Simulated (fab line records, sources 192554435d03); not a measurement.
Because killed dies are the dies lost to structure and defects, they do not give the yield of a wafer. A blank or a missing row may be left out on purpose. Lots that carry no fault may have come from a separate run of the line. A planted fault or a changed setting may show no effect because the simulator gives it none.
Matching of chambers -- flow n5 finfet -- N5_BEOL_M0_SAQP_HM_DEP_111 on pecvd-02: 3 sister chambers
The step deposits SiO2 from SiH4/N2O, target thk 12 nm, time 7.2 s. 22 wafers are shown with their chamber, then 11 later ones without.

WAFERS, EACH WITH ITS CHAMBER
wafer,chamber,showerhead plenum p Torr (Torr),heater power w (W),chamber pressure Torr (Torr)
L074.1,0,8.05,909,0.7506
L074.2,2,8.02,877,0.7493
L074.4,2,8.05,925,0.7516
L077.1,2,8.02,858,0.7473
L077.2,0,8.09,901,0.7461
L077.5,2,8.04,845,0.7484
L079.1,1,8.14,763,0.7486
L079.2,0,8.09,913,0.7499
L079.6,0,8.07,918,0.7514
L083.1,1,8.15,824,0.7502
L083.2,0,8.05,809,0.7465
L083.5,1,8.15,813,0.7489
L084.2,1,8.13,863,0.7501
L084.4,0,8.05,756,0.7497
L084.5,1,8.15,862,0.7491
L085.1,0,8.06,861,0.7490
L085.3,2,8.03,953,0.7507
L085.5,1,8.15,868,0.7506
L087.1,2,8.04,851,0.7456
L087.4,0,8.08,892,0.7511
L087.5,1,8.17,849,0.7490
L091.2,2,8.04,841,0.7517

SIGNATURES (averages over the wafers above)
reading,chamber 0,chamber 1,chamber 2,scatter within a chamber
showerhead plenum p Torr,8.0675,8.1486,8.0343,0.0142
heater power w,869.88,834.57,878.57,48.1
chamber pressure Torr,0.749287,0.749500,0.749229,0.00182
Rule: a wafer lies at a distance from a chamber equal to the root of the sum of squares, over the readings, of (its reading less the chamber's mean, divided by the reading's scatter). The wafer belongs to the nearest chamber; if the next one is less than 2 further off, it can't be placed. How the scatter is found: for the shown wafers, subtract from each reading the mean of its chamber, square and add these, divide the total by (wafers less chambers), then take the root.

WAFERS WITHOUT THEIR CHAMBER
wafer,showerhead plenum p Torr (Torr),heater power w (W),chamber pressure Torr (Torr)
L091.3,8.08,771,0.7512
L091.5,8.14,739,0.7491
L093.1,8.04,927,0.7507
L093.5,8.04,928,0.7469
L093.6,8.07,891,0.7491
L094.2,8.17,792,0.7476
L094.4,8.06,870,0.7488
L094.6,8.15,791,0.7506
L095.1,8.05,901,0.7500
L095.3,8.15,860,0.7477
L095.5,8.12,854,0.7487

EACH ONE'S CHAMBER
wafer,from the rows above,in truth
L091.3,can't be placed: 0 or 2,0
L091.5,1,1
L093.1,can't be placed: 2 or 0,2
L093.5,can't be placed: 2 or 0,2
L093.6,0,0
L094.2,1,1
L094.4,can't be placed: 0 or 2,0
L094.6,1,1
L095.1,can't be placed: 2 or 0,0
L095.3,1,1
L095.5,can't be placed: 1 or 0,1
Placed correctly: 5 of 11. Unplaceable from these rows: 6, with the true chamber sitting among the candidates in 6. 0 placed wrongly.
